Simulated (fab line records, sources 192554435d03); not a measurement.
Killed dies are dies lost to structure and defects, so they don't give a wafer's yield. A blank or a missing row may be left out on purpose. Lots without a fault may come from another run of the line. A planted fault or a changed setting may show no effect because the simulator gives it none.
Chamber matching | flow n5_finfet | N5_HKMG_FIN_ETCH_54 on rie_diel-05: 4 sister chambers
The step etches SiARC in CF4, target depth 45.5 nm, time 75.8 s. 4 wafers are shown with their chamber, then 8 later ones without.

WAFERS WITH THEIR CHAMBER
wafer  | chamber | etch_rf_on_time_s (s)
L084.1 | 0       | 73.9
L085.3 | 3       | 73.9
L085.6 | 2       | 77.9
L091.3 | 1       | 74.6

WAFERS WITHOUT THEIR CHAMBER
wafer  | etch_rf_on_time_s (s)
L091.4 | 76.8
L091.6 | 73.8
L092.3 | 77.7
L092.5 | 73.7
L092.6 | 73.7
L097.2 | 74.1
L097.3 | 74.1
L097.6 | 77.6

WHICH CHAMBER EACH WENT THROUGH
wafer  | from the rows above          | in truth
L091.4 | 2                            | 2
L091.6 | can't be placed: 0 or 3 or 1 | 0
L092.3 | 2                            | 2
L092.5 | can't be placed: 0 or 3 or 1 | 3
L092.6 | can't be placed: 0 or 3 or 1 | 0
L097.2 | can't be placed: 0 or 3 or 1 | 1
L097.3 | can't be placed: 0 or 3 or 1 | 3
L097.6 | 2                            | 2
Placed correctly: 3 of 8. Can't be placed from these rows: 5 (the true chamber is among the candidates in 5). Placed wrongly: 0.
How it was worked out, from the rows above alone: a wafer's distance from a chamber is the root of the sum, over the readings, of the square of ((its reading less the chamber's mean) divided by the reading's scatter). The wafer belongs to the nearest chamber; if the next one is less than 2 further off, it can't be placed. A chamber's mean is the mean of its shown wafers. The scatter: with one shown wafer a chamber, the root of the mean of the squares of how far each hidden wafer lies from its nearest shown one.
